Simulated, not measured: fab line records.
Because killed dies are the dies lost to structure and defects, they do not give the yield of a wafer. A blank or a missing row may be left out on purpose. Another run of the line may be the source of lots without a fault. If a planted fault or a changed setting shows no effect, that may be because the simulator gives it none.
Matching of chambers	flow nand_harc	NHARC_A_CONTACT_ETCH_96 on rie_diel-01 has 4 sister chambers
The step etches the open film in C4F6/O2, target depth 20 nm, time 10 s. 4 wafers are shown with their chamber, then 8 later ones without.

== WAFERS PAIRED WITH THEIR CHAMBERS ==
wafer	chamber	showerhead_plenum_p_Torr (Torr)
L239.5	0	3.90
L241.2	1	3.98
L241.4	2	4.06
L247.1	3	3.73

== WAFERS WHOSE CHAMBER IS MISSING ==
wafer	showerhead_plenum_p_Torr (Torr)
L247.4	3.97
L247.5	3.89
L249.1	3.89
L249.5	4.05
L249.6	3.73
L254.1	3.72
L254.2	4.04
L254.5	3.89

== WHICH CHAMBER EACH ONE RAN IN ==
wafer	from the rows above	in truth
L247.4	1	1
L247.5	0	0
L249.1	0	0
L249.5	2	2
L249.6	3	3
L254.1	3	3
L254.2	2	2
L254.5	0	0
Correctly placed: 8 of 8. Not placeable from these rows: 0. Placed wrongly: 0.
How it was worked out, from the rows above alone: a wafer's distance from a chamber is the root of the sum, over the readings, of the square of ((its reading less the chamber's mean) divided by the reading's scatter). The wafer belongs to the nearest chamber; if the next one is less than 2 further off, it can't be placed. Each chamber's mean is taken over the wafers shown for it. The scatter: with one shown wafer a chamber, the root of the mean of the squares of how far each hidden wafer lies from its nearest shown one.
